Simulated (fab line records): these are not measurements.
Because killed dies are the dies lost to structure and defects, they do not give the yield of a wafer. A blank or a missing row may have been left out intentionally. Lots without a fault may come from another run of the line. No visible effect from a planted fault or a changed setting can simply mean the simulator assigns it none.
Code-filled problem report in 8D (eight disciplines) form -- flow n5-finfet -- the parts of the form that need people (team, actions taken, sign-off) are left out

== 1. THE ISSUE ==
At N5_BEOL_M12_INSPECT_30, raw-defect-count averages 259.2 over 6 wafers from 2 lots, while fault-free wafers read 2.0, standard deviation 1.4. That is +99 or more standard deviations from the usual mean.
The step: inspects for defects (macro).
First seen on wafer L697.2, day 14 08:30, on defect-inspect-02. The record has a number at this step for 30 wafers belonging to 10 lots. Rule for "out" (also "out of limits"): further than 4 standard deviations from the usual mean. All remaining wafers that have a number are taken as sound.

== 2. WHAT IT IS; WHAT IT IS NOT ==
question,is,is not
which readings at this step,raw-defect-count,-
which lots,"L696, L697","L687, L689, L691, L692, L698, L704, L705, L706"
which wafers of those lots,all that have a number,-
read on which gauges,"defect-inspect-01, defect-inspect-02",-
when,from day 14 08:30,"up to then (12 sound wafers); but 12 sound wafers of L698, L704, L705, L706 came after"

== 3. WHAT RULES OUT EACH SUSPECT ==
Counting: a tool at a process step up to the reading stays a suspect if it ran every lot that is out and no sound lot after the first of them.
- ruled out: the gauge at N5_BEOL_M12_INSPECT_30. 2 gauges (defect-inspect-01, defect-inspect-02) read the wafers that are out.
- rie-diel-02 at N5_BEOL_M12_ETCH_59 (etches BARC in N2/H2, target depth 89 nm, overetch 26.7 nm, time 67.9 s): kept. It ran every lot that is out, first L697 (day 14 07:32), and no sound lot after that; its last sound lot up to then is L687 (day 11 05:10).
- plasma-asher-01 at N5_BEOL_M12_STRIP_64 (strips in N2/H2): ruled out as a lasting fault. Sound lots L705, L704 ran on it after its first lot that is out, L697 (day 14 07:51).
- wet-bench-01 at N5_BEOL_M12_STRIP_71 (strips in post etch residue remover, time 60 s): kept. It ran every lot that is out, first L697 (day 14 07:56), and no sound lot after that; its last sound lot up to then is L692 (day 13 13:48).
The count leaves wet-bench-01 at N5_BEOL_M12_STRIP_71 and rie-diel-02 at N5_BEOL_M12_ETCH_59.

== 4. THE CAUSE (what the simulator had put in) ==
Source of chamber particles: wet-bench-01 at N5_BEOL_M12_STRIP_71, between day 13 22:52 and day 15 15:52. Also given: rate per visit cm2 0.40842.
2 suspects survive the count, and this tool is in that group.

== 5. THE CHAIN OF EFFECTS, in route order ==
One row per reading whose mean, taken over the struck wafers that have a number, lies over 3 standard deviations from the usual. Scope: only readings with a usual standard deviation given in the record; hours: median across lots of the time from each lot's start at the first step in this table that gives one to its start at this step; sigmas: change in usual standard deviations.
hours,step,reading,usual,on struck wafers,change,sigmas
0,N5_BEOL_M12_INSPECT_30,raw-defect-count,2.0,259.2,+257.2,+99 or more
38,N5_PASSIVATION_PROBE_49,defect-limited-yield,91.4 %,84.3,-7.1,-4.7
38,N5_PASSIVATION_PROBE_49,killed_at_M4_up,14,104,+90,+17
38,N5_PASSIVATION_PROBE_49,killed-dies,102,186,+84,+4.9
38,N5_PASSIVATION_PROBE_49,sort_bin_5_function,5.1 %,10.2,+5.1,+5.3
38,N5_PASSIVATION_PROBE_49,sort-n-pass,1078,994,-84,-4.6
38,N5_PASSIVATION_PROBE_49,sort-yield-pct,91.3 %,84.3,-7.0,-4.7
It contains these process steps:
- N5_PASSIVATION_PROBE_49

== 6. HOW IT WOULD HAVE BEEN CAUGHT EARLIER ==
The first out-of-limits reading at a measuring or inspecting step in this record came at day 14 08:30, 10 hours after the fault's start at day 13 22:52.
Among the 2 lots that are out, L696 began N5_BEOL_M12_STRIP_71 on wet-bench-01 after day 14 08:30. Had the tool been put on hold then, it would have been spared.
